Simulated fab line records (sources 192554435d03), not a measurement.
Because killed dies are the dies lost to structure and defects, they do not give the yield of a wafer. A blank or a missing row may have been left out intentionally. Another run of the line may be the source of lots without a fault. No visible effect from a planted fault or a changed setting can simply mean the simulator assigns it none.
One fault seen from 3 desks	flow n5Finfet	only its own numbers are on each desk; what lay behind them is given at the end

== THE DEFECT DESK ==
For each lot, the counts of the inspections along the route, averaged over the sampled wafers that have a number. If a lot's mean is further than 4 standard deviations from the usual mean, the lot is out of limits and carries the mark OUT (the distance appears in the brackets).
Columns: A = rawDefectCount at N5_BEOL_M7_INSPECT_13, usual 434
lot	first seen here	A
L815	day 9 04:46	487
L817	day 10 12:32	503
L819	day 10 16:58	348
L822	day 10 19:16	457
L820	day 10 22:59	454
L823	day 11 07:37	420
L824	day 11 09:47	371
L829	day 13 02:37	426
L830	day 13 09:17	430
L834	day 13 19:47	412
L835	day 14 02:02	426
This desk found nothing out of limits on any of the 11 lots.

== FROM THE METROLOGY DESK ==
Lot by lot, what the gauges showed, no matter which tool ran the lot: averages of those sampled wafers that carry a number. If a lot's mean is further than 4 standard deviations from the usual mean, the lot is out of limits and carries the mark OUT (the distance appears in the brackets).
Columns: A = cdNm at N5_BEOL_M7_CD_MEAS_11, usual 38.1 nm; B = cdNm at N5_BEOL_M7_CD_MEAS_28, usual 39.94 nm
lot	first seen here	A	B
L815	day 9 04:43	37.6	39.43
L817	day 10 12:29	38.2	39.97
L819	day 10 16:55	38.0	39.92
L822	day 10 19:13	38.4	39.92
L820	day 10 22:56	37.6	40.10
L823	day 11 07:34	37.6	39.93
L824	day 11 09:44	37.5	39.96
L829	day 13 02:34	38.7	39.86
L830	day 13 09:14	38.3	39.99
L834	day 13 19:44	37.8	38.52 (-5.4) OUT
L835	day 14 01:59	38.3	38.87 (-4.1) OUT
Finding of this desk: L834, L835 out of limits; the first was L834 at day 13 21:10, on cdNm at N5_BEOL_M7_CD_MEAS_28. L815, L817, L819, L822, L820, L823, L824, L829, L830: within limits.

== FOR THE TOOL OWNER'S DESK: euvScanner-01 ==
The tool's own readings at N5_BEOL_M7_EXPOSE_25 (exposes mask V6, target cd 40 nm): means of the sampled wafers that have a number, for each lot that ran on this tool. If a lot's mean is further than 4 standard deviations from the usual mean, the lot is out of limits and carries the mark OUT (the distance appears in the brackets).
Columns: A = exposureDoseMJCm2 at N5_BEOL_M7_EXPOSE_25, usual 42.59; B = focusOffsetNm at N5_BEOL_M7_EXPOSE_25, usual 0.0 nm
lot	first seen here	A	B
L820	day 11 03:26	42.38	0.1
L824	day 11 13:27	42.36	0.1
L829	day 13 03:56	42.38	-0.2
L834	day 13 21:02	39.56 (-20) OUT	0.3
L835	day 14 03:11	40.14 (-16) OUT	-0.4
Finding of this desk: L834, L835 out of limits; the first was L834 at day 13 21:02, on exposureDoseMJCm2 at N5_BEOL_M7_EXPOSE_25. L820, L824, L829: within limits.

== TAKEN TOGETHER ==
On L834, L835, at day 13 21:02, an alarm was possible from the tool owner's desk.
L834, L835 would have let the metrology desk raise an alarm at day 13 21:10.
The defect desk saw nothing out of limits.
The defect desk has L834, L835 on record, within its limits.
N5_BEOL_M7_EXPOSE_25 was run on euvScanner-01 by each of the lots named.

== WHAT HAD BEEN PUT IN BY THE SIMULATOR ==
Drift in process parameters on euvScanner-01 at N5_BEOL_M7_EXPOSE_25, starting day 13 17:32. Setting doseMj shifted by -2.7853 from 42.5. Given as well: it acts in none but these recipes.
Struck lots among those shown: L834, L835.
Delay (hours) between the fault's onset and each desk's first out-of-limits reading: 4 at the tool owner's desk, 4 at the metrology desk.
